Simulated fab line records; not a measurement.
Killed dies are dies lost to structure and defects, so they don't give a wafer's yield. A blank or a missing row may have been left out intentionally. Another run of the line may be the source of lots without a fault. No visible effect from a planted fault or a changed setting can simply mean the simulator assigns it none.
fab line records | flow nandHarc
[record] lots = 7 wafers = 19 lastDay = 32
route steps=1302 shown A_DECK1_JOINT@539 A_ONON_D2@545 END@1302
lots untouched by any fault: they come from a run of this same line in which no faults occurred
startH: hours from the record's first day to the start of the lot's first wafer shown | waitH: hours since the lot's step before | " unchanged from the row above | L1.1+2: a row that stands for several wafers | - value missing, or start not given | * or withheld: withheld | < > ~ a bound
route shown NAME@n: NAME is a module with steps in the file, n the number in the route of the first one | usual: mean/standard deviation of fault-free wafers | same: alike in all rows | chamber/n: place in a boat | sites: per-site readings | _std_site: the values' standard deviation | _edge_site: inner sites' mean taken away from outer sites' mean | radiusMm: for every site, how far away it sits from the centre of the wafer | mask NAME#n: copy n | behind: tool/chamber where the wafer was last shaped | hold: why the lot went on hold/how many hours it stayed there/how the hold came to an end | device: which transistor (n, p or np) failed to switch | end of line: tests run on the same wafers once the route is complete | step lacking rows: just its recipe | killed: at the first sort, the dies lost to defects and structure; wafer yield is something else | map: shows each die of a wafer: x if killed, . if not, _ if none is there
set.NAME: the setting that was run; set.NAME@STEP: the one run at that earlier step | model.NAME: the simulator's own value behind a step, which no gauge read
lots at some steps of the route; a table a step, a row a wafer
services: the hour from which a tool's chamber was out of use, counted from the record's first day as startH (under 0 if before that day), plus the number of hours and why
[[steps]]
[step NHARC_A_DECK1_JOINT_CMP_02]
[recipe] material = SiOx
[usual] motorCurrentA = 12.0/1.1
// columns lot.wafer tool chamber startH waitH motorCurrentA
L703.3 cmp-03 2 308.04 0.4 11.1
L703.2 " 0 " " 13.1
L703.4 " 1 " " 13.4
L710.4 cmp-02 3 369.89 0.4 12.6
L710.1 " 1 " " 13.6
L710.5 " 3 " " 12.7
L715.4 cmp-03 2 430.64 0.4 11.0
L715.1 " 3 " " 10.6
L716.4 cmp-04 2 433.38 0.4 11.0
L716.2 " 3 " " 13.1
L716.1 " 0 " " 11.8
L717.3 cmp-03 2 433.38 0.4 11.0
L717.2 " 0 " " 13.4
L717.5 " 1 " " 14.3
L719.3 cmp-03 1 460.94 0.4 14.5
L719.6 " 0 " " 13.3
L721.3 cmp-02 0 485.81 0.4 12.2
L721.1 " 2 " " 11.8
L721.6 " 0 " " 11.5
[step NHARC_A_DECK1_JOINT_SRD_15]
[step NHARC_A_DECK1_JOINT_DEP_16]
[recipe] targetThkA = 450 tempC = 400 pressureTorr = 6.5 rfW = 900 teosFlowSccm = 161.4 flowSccm = 2650 targetThkNm = 45 gas = O2 material = SiO2
[usual] heaterPowerW = 503/81 showerheadVppV = 1812/100 throttleValvePct = 16.0/0.32
// columns lot.wafer tool chamber startH waitH heaterPowerW showerheadVppV throttleValvePct
L703.2 pecvd-04 1 308.43 0.1 441 1685 16.1
L703.3 " 2 " " 556 1969 16.2
L703.4 " 1 " " 444 1639 16.2
L710.1 pecvd-04 1 370.28 0.1 441 1666 16.3
L710.5 " 1 " " 430 1707 16.1
L710.4 " 2 " " 581 2008 15.9
L715.1 pecvd-03 0 430.98 0.1 566 1754 15.6
L715.4 " 0 " " 586 1697 15.5
L716.2 pecvd-04 2 433.75 0.1 484 1999 16.2
L716.1 " 1 " " 350 1677 16.2
L716.4 " 0 " " 519 1834 16.2
L717.2 pecvd-01 2 433.80 0.1 428 1790 16.7
L717.3 " 0 " " 424 1894 15.9
L717.5 " 2 " " 423 1746 16.3
L719.3 pecvd-01 2 461.33 0.1 384 1720 16.7
L719.6 " 0 " " 482 1882 16.2
L721.3 pecvd-04 2 486.23 0.1 446 2006 16.1
L721.1 " 0 " " 611 1832 15.7
L721.6 " 0 " " 621 1858 16.0
[step NHARC_A_DECK1_JOINT_THK_MEAS_17]
[recipe] thkMeasGauge = ellipsometry
[usual] thkNm = 45.1/1.2
// columns lot.wafer tool chamber startH waitH thkNm
L703.2 filmMetro-02 - 308.72 0.3 42.6
L703.3 " - " " 44.0
L703.4 " - " " 43.7
L710.1 filmMetro-02 - 370.53 0.2 43.9
L710.4 " - " " 45.0
L710.5 " - " " 44.6
L715.1 filmMetro-01 - 431.26 0.2 45.2
L715.4 " - " " 44.7
L716.1 filmMetro-01 - 434.03 0.2 45.2
L716.2 " - " " 44.9
L716.4 " - " " 46.1
L717.2 filmMetro-02 - 434.06 0.2 43.2
L717.3 " - " " 44.1
L717.5 " - " " 46.0
L719.3 filmMetro-01 - 461.58 0.2 43.4
L719.6 " - " " 46.8
L721.1 filmMetro-01 - 486.48 0.2 44.3
L721.3 " - " " 44.7
L721.6 " - " " 45.1
[step NHARC_A_DECK1_JOINT_INSPECT_05]
[usual] rawDefectCount = 398/160
// columns lot.wafer tool chamber startH waitH rawDefectCount
L703.2 defectInspect-01 - 308.75 0.0 211
L703.3 " - " " 261
L703.4 " - " " 406
L710.1 defectInspect-02 - 370.57 0.0 479
L710.4 " - " " 224
L710.5 " - " " 310
L715.1 defectInspect-01 - 431.30 0.0 462
L715.4 " - " " 313
L716.1 defectInspect-01 - 434.07 0.0 321
L716.2 " - " " 236
L716.4 " - " " 273
L717.2 defectInspect-02 - 434.09 0.0 266
L717.3 " - " " 353
L717.5 " - " " 475
L719.3 defectInspect-01 - 461.61 0.0 761
L719.6 " - " " 454
L721.1 defectInspect-01 - 486.51 0.0 550
L721.3 " - " " 186
L721.6 " - " " 377
[step NHARC_A_ONON_D2_DEP_00]
[recipe] targetThkA = 10000 n2FlowSccm = 2750 n2oFlowSccm = 2000 nh3FlowSccm = 500 sih4FlowSccm = 210 tempC = 400
[step NHARC_A_ONON_D2_THK_MEAS_02]
[recipe] thkMeasGauge = ellipsometry
[usual] thkNm = 1001/8.7
// columns lot.wafer tool chamber startH waitH thkNm
L703.2 filmMetro-02 - 309.32 - 993
L703.3 " - " " 991
L703.4 " - " " 993
L710.1 filmMetro-01 - 371.15 - 1002
L710.4 " - " " 1005
L710.5 " - " " 1002
L715.1 filmMetro-02 - 431.87 - 1000
L715.4 " - " " 998
L716.1 filmMetro-02 - 434.64 - 1008
L716.2 " - " " 1007
L716.4 " - " " 1006
L717.2 filmMetro-01 - 434.67 - 993
L717.3 " - " " 992
L717.5 " - " " 990
L719.3 filmMetro-02 - 462.19 - 996
L719.6 " - " " 997
L721.1 filmMetro-02 - 487.10 - 1003
L721.3 " - " " 1005
L721.6 " - " " 1004
[step NHARC_A_ONON_D2_DEP_03]
[recipe] targetThkA = 10000 n2FlowSccm = 2750 n2oFlowSccm = 2000 nh3FlowSccm = 500 sih4FlowSccm = 210 tempC = 400
[step NHARC_A_ONON_D2_THK_MEAS_05]
[recipe] thkMeasGauge = ellipsometry
[usual] thkNm = 997/9.3
// columns lot.wafer tool chamber startH waitH thkNm
L703.2 filmMetro-02 - 309.89 - 990
L703.3 " - " " 991
L703.4 " - " " 994
L710.1 filmMetro-02 - 371.71 - 1003
L710.4 " - " " 1003
L710.5 " - " " 1004
L715.1 filmMetro-02 - 432.44 - 1010
L715.4 " - " " 1009
L716.1 filmMetro-01 - 435.20 - 1006
L716.2 " - " " 1005
L716.4 " - " " 1004
L717.2 filmMetro-02 - 435.24 - 985
L717.3 " - " " 985
L717.5 " - " " 984
L719.3 filmMetro-02 - 462.77 - 1003
L719.6 " - " " 1001
L721.1 filmMetro-01 - 487.67 - 1000
L721.3 " - " " 1000
L721.6 " - " " 999
[step NHARC_A_ONON_D2_DEP_06]
[recipe] targetThkA = 10000 n2FlowSccm = 2750 n2oFlowSccm = 2000 nh3FlowSccm = 500 sih4FlowSccm = 210 tempC = 400
[step NHARC_A_ONON_D2_THK_MEAS_08]
[recipe] thkMeasGauge = ellipsometry
[usual] thkNm = 999/9.8
// columns lot.wafer tool chamber startH waitH thkNm
L703.2 filmMetro-02 - 310.46 - 997
L703.3 " - " " 999
L703.4 " - " " 997
L710.1 filmMetro-01 - 372.28 - 995
L710.4 " - " " 995
L710.5 " - " " 997
L715.1 filmMetro-01 - 433.01 - 1018
L715.4 " - " " 1019
L716.1 filmMetro-02 - 435.77 - 996
L716.2 " - " " 995
L716.4 " - " " 997
L717.2 filmMetro-01 - 435.80 - 999
L717.3 " - " " 999
L717.5 " - " " 999
L719.3 filmMetro-02 - 463.33 - 989
L719.6 " - " " 990
L721.1 filmMetro-02 - 488.24 - 1008
L721.3 " - " " 1006
L721.6 " - " " 1006
[step NHARC_A_ONON_D2_DEP_09]
[recipe] targetThkA = 10000 n2FlowSccm = 2750 n2oFlowSccm = 2000 nh3FlowSccm = 500 sih4FlowSccm = 210 tempC = 400
// columns lot.wafer tool chamber startH waitH
L703.2+3+4 pecvdOnon-01 0 310.57 0.1
L710.1+4+5 pecvdOnon-01 0 372.33 0.1
L715.1+4 pecvdOnon-01 0 433.07 0.1
L716.1+2+4 pecvdOnon-01 0 435.82 0.1
L717.2+3+5 pecvdOnon-02 0 435.91 0.1
L719.3+6 pecvdOnon-01 0 463.51 0.2
L721.1+3+6 pecvdOnon-02 0 488.30 0.1
[step NHARC_A_ONON_D2_THK_MEAS_11]
[recipe] thkMeasGauge = ellipsometry
[usual] thkNm = 1002/9.7
// columns lot.wafer tool chamber startH waitH thkNm
L703.2 filmMetro-02 - 311.02 - 992
L703.3 " - " " 992
L703.4 " - " " 992
L710.1 filmMetro-02 - 372.84 - 1008
L710.4 " - " " 1008
L710.5 " - " " 1009
L715.1 filmMetro-01 - 433.58 - 1026
L715.4 " - " " 1607
L716.1 filmMetro-01 - 436.33 - 997
L716.2 " - " " 997
L716.4 " - " " 1576
L717.2 filmMetro-02 - 436.36 - 1006
L717.3 " - " " 1004
L717.5 " - " " 1006
L719.3 filmMetro-02 - 463.90 - 1571
L719.6 " - " " 992
L721.1 filmMetro-01 - 488.81 - 997
L721.3 " - " " 998
L721.6 " - " " 996
[step NHARC_A_ONON_D2_DEP_12]
[recipe] targetThkA = 10000 n2FlowSccm = 2750 n2oFlowSccm = 2000 nh3FlowSccm = 500 sih4FlowSccm = 210 tempC = 400
[step NHARC_END_SORT_01]
[recipe] tempC = 25
[usual] killedAtArray = 52/18 killedAtOther = 1.0/1.4 killedAtPeriphery = 3.1/2.3 killedDies = 56/17 killedOpen = 3.0/1.7 killedShort = 2.5/1.7
[same] grossDies = 677
// columns lot.wafer tool chamber startH waitH killedAtArray killedAtOther killedAtPeriphery killedDies killedOpen killedShort
L715.4 prober-02 0 712.23 3.4 675 1 1 677 4 0
L716.4 prober-02 0 720.05 3.4 664 2 11 677 2 1
L719.3 prober-02 0 740.02 3.1 663 1 13 677 1 2
// killed by level:class
L715.4 A_ONON_D2:areaDep=610 A_CHANNEL_HOLE_D1:chamberFilmFlake=24 A_SLIT:chamberFilmFlake=22 A_CHANNEL_HOLE_D2:chamberFilmFlake=11 A_WL_FILL:chamberFilmFlake=4 P_M1:geometricParticle:open=1 A_DECK1_JOINT:geometricParticle:open=1 A_WL_FILL:geometricParticle:open=1
L716.4 A_ONON_D2:areaDep=628 A_CHANNEL_HOLE_D2:chamberFilmFlake=16 A_CHANNEL_HOLE_D1:chamberFilmFlake=12 P_GATE:chamberFilmFlake=5 P_BONDPAD:chamberFilmFlake=4 A_CONTACT:chamberFilmFlake=4 A_M0:chamberFilmFlake=2 THIN_TSV:chamberFilmFlake=2
L719.3 A_ONON_D2:areaDep=611 A_CHANNEL_HOLE_D1:chamberFilmFlake=33 P_M2:chamberFilmFlake=5 A_SLIT:chamberFilmFlake=5 A_CONTACT:chamberFilmFlake=5 P_CONTACT:chamberFilmFlake=4 A_WL_FILL:chamberFilmFlake=4 P_ZERO_WELL:chamberFilmFlake=2
// map L715.4 (x killed, . not)
____________x____________
_________xxxxxxx_________
_______xxxxxxxxxxx_______
______xxxxxxxxxxxxx______
_____xxxxxxxxxxxxxxx_____
____xxxxxxxxxxxxxxxxx____
____xxxxxxxxxxxxxxxxx____
___xxxxxxxxxxxxxxxxxxx___
___xxxxxxxxxxxxxxxxxxx___
__xxxxxxxxxxxxxxxxxxxxx__
__xxxxxxxxxxxxxxxxxxxxx__
_xxxxxxxxxxxxxxxxxxxxxxx_
_xxxxxxxxxxxxxxxxxxxxxxx_
_xxxxxxxxxxxxxxxxxxxxxxx_
_xxxxxxxxxxxxxxxxxxxxxxx_
_xxxxxxxxxxxxxxxxxxxxxxx_
xxxxxxxxxxxxxxxxxxxxxxxxx
xxxxxxxxxxxxxxxxxxxxxxxxx
xxxxxxxxxxxxxxxxxxxxxxxxx
xxxxxxxxxxxxxxxxxxxxxxxxx
xxxxxxxxxxxxxxxxxxxxxxxxx
_xxxxxxxxxxxxxxxxxxxxxxx_
_xxxxxxxxxxxxxxxxxxxxxxx_
_xxxxxxxxxxxxxxxxxxxxxxx_
_xxxxxxxxxxxxxxxxxxxxxxx_
_xxxxxxxxxxxxxxxxxxxxxxx_
__xxxxxxxxxxxxxxxxxxxxx__
__xxxxxxxxxxxxxxxxxxxxx__
___xxxxxxxxxxxxxxxxxxx___
___xxxxxxxxxxxxxxxxxxx___
____xxxxxxxxxxxxxxxxx____
____xxxxxxxxxxxxxxxxx____
_____xxxxxxxxxxxxxxx_____
______xxxxxxxxxxxxx______
_______xxxxxxxxxxx_______
_________xxxxxxx_________
____________x____________
// map L716.4 (x killed, . not)
____________x____________
_________xxxxxxx_________
_______xxxxxxxxxxx_______
______xxxxxxxxxxxxx______
_____xxxxxxxxxxxxxxx_____
____xxxxxxxxxxxxxxxxx____
____xxxxxxxxxxxxxxxxx____
___xxxxxxxxxxxxxxxxxxx___
___xxxxxxxxxxxxxxxxxxx___
__xxxxxxxxxxxxxxxxxxxxx__
__xxxxxxxxxxxxxxxxxxxxx__
_xxxxxxxxxxxxxxxxxxxxxxx_
_xxxxxxxxxxxxxxxxxxxxxxx_
_xxxxxxxxxxxxxxxxxxxxxxx_
_xxxxxxxxxxxxxxxxxxxxxxx_
_xxxxxxxxxxxxxxxxxxxxxxx_
xxxxxxxxxxxxxxxxxxxxxxxxx
xxxxxxxxxxxxxxxxxxxxxxxxx
xxxxxxxxxxxxxxxxxxxxxxxxx
xxxxxxxxxxxxxxxxxxxxxxxxx
xxxxxxxxxxxxxxxxxxxxxxxxx
_xxxxxxxxxxxxxxxxxxxxxxx_
_xxxxxxxxxxxxxxxxxxxxxxx_
_xxxxxxxxxxxxxxxxxxxxxxx_
_xxxxxxxxxxxxxxxxxxxxxxx_
_xxxxxxxxxxxxxxxxxxxxxxx_
__xxxxxxxxxxxxxxxxxxxxx__
__xxxxxxxxxxxxxxxxxxxxx__
___xxxxxxxxxxxxxxxxxxx___
___xxxxxxxxxxxxxxxxxxx___
____xxxxxxxxxxxxxxxxx____
____xxxxxxxxxxxxxxxxx____
_____xxxxxxxxxxxxxxx_____
______xxxxxxxxxxxxx______
_______xxxxxxxxxxx_______
_________xxxxxxx_________
____________x____________
[[services]]
// columns tool chamber startH hours kind
cmp-04 - 307.00 4.0 pm
pecvd-01 - 311.00 13.0 pm
cmp-02 - 327.19 2.7 repair
cmp-02 - 332.20 4.0 pm
cmp-03 - 340.23 1.1 repair
pecvd-03 1 344.84 7.1 repair
cmp-03 - 352.19 0.8 repair
cmp-03 - 358.00 4.0 pm
pecvdOnon-02 - 366.34 13.0 pm
pecvd-03 - 366.96 13.0 pm
cmp-02 - 385.47 0.8 repair
pecvd-01 1 390.05 5.0 repair
cmp-04 - 405.00 4.0 pm
pecvd-01 0 420.21 6.8 repair
pecvd-03 - 421.54 3.6 repair
cmp-02 - 428.51 6.5 repair
pecvdOnon-01 - 450.00 13.0 pm
pecvd-04 - 450.15 13.0 pm
cmp-03 - 456.00 4.0 pm
pecvd-03 0 464.27 5.3 repair
cmp-04 - 469.23 2.2 repair
cmp-02 - 471.64 1.1 repair
cmp-03 - 478.51 1.1 repair
pecvd-03 2 479.59 2.3 repair
[[key]]
[firstSign] step = NHARC_A_ONON_D2_THK_MEAS_11 reading = thkNm direction = up sigmas = 60 usual = 1002 struck = 1584
[effect] step = NHARC_END_SORT_01 reading = killedDies direction = up sigmas = 36 usual = 56 struck = 677
[moreKillsBornAt] NHARC_A_ONON_D2_DEP_09@pecvdOnon-01 = 1849
metAt NHARC_A_ONON_D2_DEP_09
struckWafers L715.4,L716.4,L719.3
laterRowsLeftOut L715.4,L716.4,L719.3
testerLeftOut L715,L716,L719
onsetBetween 372.33 433.07
[fault] kind = processParameterDrift tool = pecvdOnon-01 chamber = - onsetH = 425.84 steps = NHARC_A_ONON_D2_DEP_09 channel = targetThkA offset = * shape = step endH = 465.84 scope = struckWafersOnly actsIn = * stated = *
// testerLeftOut: of these lots the tester's yield and bins aren't shown, on N5 and GAA mostly nor the transistor test; their killed dies are dies lost to structure and defects alone, not to doping, threshold or leakage, so they don't give the yield
// laterRowsLeftOut: the simulator's readings of these wafers behind a module that went badly wrong aren't trusted and aren't shown, but for the sort
